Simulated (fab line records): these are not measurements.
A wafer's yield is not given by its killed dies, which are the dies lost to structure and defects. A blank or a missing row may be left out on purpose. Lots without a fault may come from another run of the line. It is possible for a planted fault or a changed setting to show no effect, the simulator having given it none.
One fault through the eyes of 2 desks | flow nand_harc | numbers are kept per desk, each desk with only its own; the story behind them comes last

== FROM THE METROLOGY DESK ==
What the gauges read for every lot (on any tool): the sampled wafers with a number, averaged. Marked OUT: a lot whose mean sits more than 4 standard deviations from the usual mean, which makes it out of limits; the brackets give that distance.
Columns: A = thk_nm at NHARC_A_DECK1_JOINT_THK_MEAS_14, usual 51.0 nm; B = thk_nm at NHARC_A_ONON_D2_THK_MEAS_11, usual 998 nm; C = thk_nm at NHARC_A_ONON_D2_THK_MEAS_24, usual 1001 nm
lot  | first seen here | A    | B    | C
L426 | day 11 15:08    | 50.2 | 1006 | 1013
L427 | day 12 07:02    | 50.6 | 980  | 1004
L428 | day 12 23:51    | 50.4 | 996  | 1000
L430 | day 12 23:51    | 49.7 | 989  | 1010
L431 | day 13 18:56    | 51.2 | 1011 | 1007
L432 | day 14 05:27    | 52.4 | 983  | 1009
L433 | day 14 20:03    | 51.3 | 995  | 995
L434 | day 14 20:03    | 52.3 | 1005 | 987
L442 | day 18 03:02    | 52.0 | 1001 | 1628 (+78) OUT
L443 | day 18 17:34    | 50.8 | 1016 | 1610 (+76) OUT
L444 | day 19 01:23    | 52.0 | 995  | 994
L447 | day 20 10:35    | 50.5 | 986  | 994
L448 | day 21 02:04    | 49.7 | 991  | 996
This desk finds L442, L443 out of limits, L442 being first, at day 19 16:31 (thk_nm at NHARC_A_ONON_D2_THK_MEAS_24). L426, L427, L428, L430, L431, L432, L433, L434, L444, L447, L448: within limits.

== THE TOOL OWNER'S DESK: pecvd_onon-02 ==
The tool's own readings at NHARC_A_ONON_D2_DEP_22 (target thk 1000 nm): means of the sampled wafers that have a number, for each lot that ran on this tool. Marked OUT: a lot whose mean sits more than 4 standard deviations from the usual mean, which makes it out of limits; the brackets give that distance.
Columns: A = nh3_flow_sccm at NHARC_A_ONON_D2_DEP_22, usual 499.8 sccm
lot  | first seen here | A
L427 | day 14 00:34    | 500.1
L430 | day 14 09:39    | 499.4
L434 | day 16 05:31    | 498.4
L442 | day 19 16:01    | 498.7
L443 | day 20 05:39    | 497.9
This desk found nothing out of limits on any of the 5 lots.

== BROUGHT TOGETHER ==
L442, L443 would have let the metrology desk raise an alarm at day 19 16:31.
The desk of the tool owner found nothing out of limits.
The tool owner's desk has L442, L443 on record, within its limits.
NHARC_A_ONON_D2_DEP_22 was run on pecvd_onon-02 by each of the lots named.

== WHAT HAD BEEN PUT IN BY THE SIMULATOR ==
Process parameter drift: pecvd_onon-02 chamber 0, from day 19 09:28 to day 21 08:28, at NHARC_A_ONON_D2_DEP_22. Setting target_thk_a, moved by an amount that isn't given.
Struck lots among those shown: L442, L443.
Time in hours between the start of the fault and the first out-of-limits reading at each desk: metrology desk, 7.
